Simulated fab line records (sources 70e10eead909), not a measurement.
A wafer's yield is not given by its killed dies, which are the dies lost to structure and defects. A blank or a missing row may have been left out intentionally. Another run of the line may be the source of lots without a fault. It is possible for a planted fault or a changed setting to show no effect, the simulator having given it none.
A struck lot beside a sound one | flow nand-harc | 19 out of 1302 route steps
Sound: wafers L889.1, L889.3, L889.4. Wafers struck: L906.1, L906.3, L906.6. The cause is named last.
Per side, at each step with rows, come the tool, then ch with its chambers, and then its first start. Under that, the readings that differ: sound wafers | struck wafers | difference of the means | sigmas: that difference in standard deviations of wafers without a fault.
alike: a reading whose means differ by less than 2 such deviations, as well as words and numbers matching on both sides. not compared: withheld readings; readings where some wafer has no value; bounds like >300 that might hide an equal value; numbers whose values overlap and for which the record gives no deviation.
A row with sigmas, a row that says differs or no value, or rows on one side alone: a step with any of these is where the two part. Non-overlapping numbers with no deviation appear without sigmas and do not part them. Lack of a reading on every wafer of one side parts them only where that side has two or more wafers.

NHARC_A_DECK1_JOINT_CMP_13: polishes, target thk 51.023 nm.
  sound on cmp-04 ch 0,1,3, day 11 02:17; struck on cmp-03 ch 0,1, day 18 04:09
  alike: motor-current-A, slurry-flow-ml-min, time-to-endpoint-s
NHARC_A_DECK1_JOINT_THK_MEAS_14: measures by ellipsometry.
  sound on film-metro-02, day 11 02:32; struck on film-metro-02, day 18 04:25
  alike: thk-nm
next, for these wafers, 1 step has no rows: NHARC_A_DECK1_JOINT_SRD_04.
NHARC_A_DECK1_JOINT_ETCHBACK_00: etches the open film in HBr, target depth 30 nm, time 17.4 s.
  sound on rie-si-02 ch 0,1,2, day 11 02:40; struck on rie-si-02 ch 1,2, day 18 04:32
  alike: drypump-motor-current-A, oes-product-au, throttle-valve-pct
  not compared: rf-hours-counter-h
then, 8 steps without rows for these wafers: NHARC_A_DECK1_JOINT_PRECLEAN_30 (cleans in SC1); NHARC_A_DECK1_JOINT_SRD_31; NHARC_A_DECK1_JOINT_CVD_34 (deposits SiNx, target thk 20 nm); NHARC_A_DECK1_JOINT_DEP_06 (deposits SiOx, target thk 80 nm); NHARC_A_DECK1_JOINT_CURE_26 (time 32 s); NHARC_A_DECK1_JOINT_ANNEAL_27 (time 3600 s); NHARC_A_DECK1_JOINT_ANNEAL_28 (time 1800 s); NHARC_A_DECK1_JOINT_ANNEAL_29 (time 1800 s).
NHARC_A_DECK1_JOINT_CMP_02: polishes SiOx.
  sound on cmp-04 ch 1,2,3, day 11 22:28; struck on cmp-03 ch 2,3, day 19 01:02
  alike: motor-current-A, slurry-flow-ml-min
next, for these wafers, 1 step has no rows: NHARC_A_DECK1_JOINT_SRD_15.
NHARC_A_DECK1_JOINT_DEP_16: deposits SiO2, target thk 45 nm.
  sound on pecvd-03 ch 1,2, day 11 22:50; struck on pecvd-03 ch 0,1, day 19 01:25
  alike: heater-power-w, throttle-valve-pct
NHARC_A_DECK1_JOINT_THK_MEAS_17: measures by ellipsometry.
  sound on film-metro-01, day 11 23:13; struck on film-metro-02, day 19 01:41
  alike: thk-nm
NHARC_A_DECK1_JOINT_INSPECT_05:
  sound on defect-inspect-02, day 11 23:15; struck on defect-inspect-01, day 19 01:43
  reading          | sound       | struck         | difference | sigmas
  raw-defect-count | 240 278 301 | 1671 1720 1677 | +1416      | +9
then NHARC_A_ONON_D2_DEP_00 (target thk 1000 nm), 1 step lacking rows for these wafers.
-- the record jumps here: 11 days lie between the struck wafers' starts before and after (it left off in module A_ONON_D2 and takes up again in module END, whose first step shown is number 1302 of the route) --
NHARC_END_SORT_01:
  here the record holds rows for the struck wafers (prober-02 ch 0, day 30 12:17) but none for the sound ones

== WHERE THEY PART ==
First at NHARC_A_DECK1_JOINT_INSPECT_05; last, within this record, at NHARC_END_SORT_01.

WHY: whatever the simulator had introduced
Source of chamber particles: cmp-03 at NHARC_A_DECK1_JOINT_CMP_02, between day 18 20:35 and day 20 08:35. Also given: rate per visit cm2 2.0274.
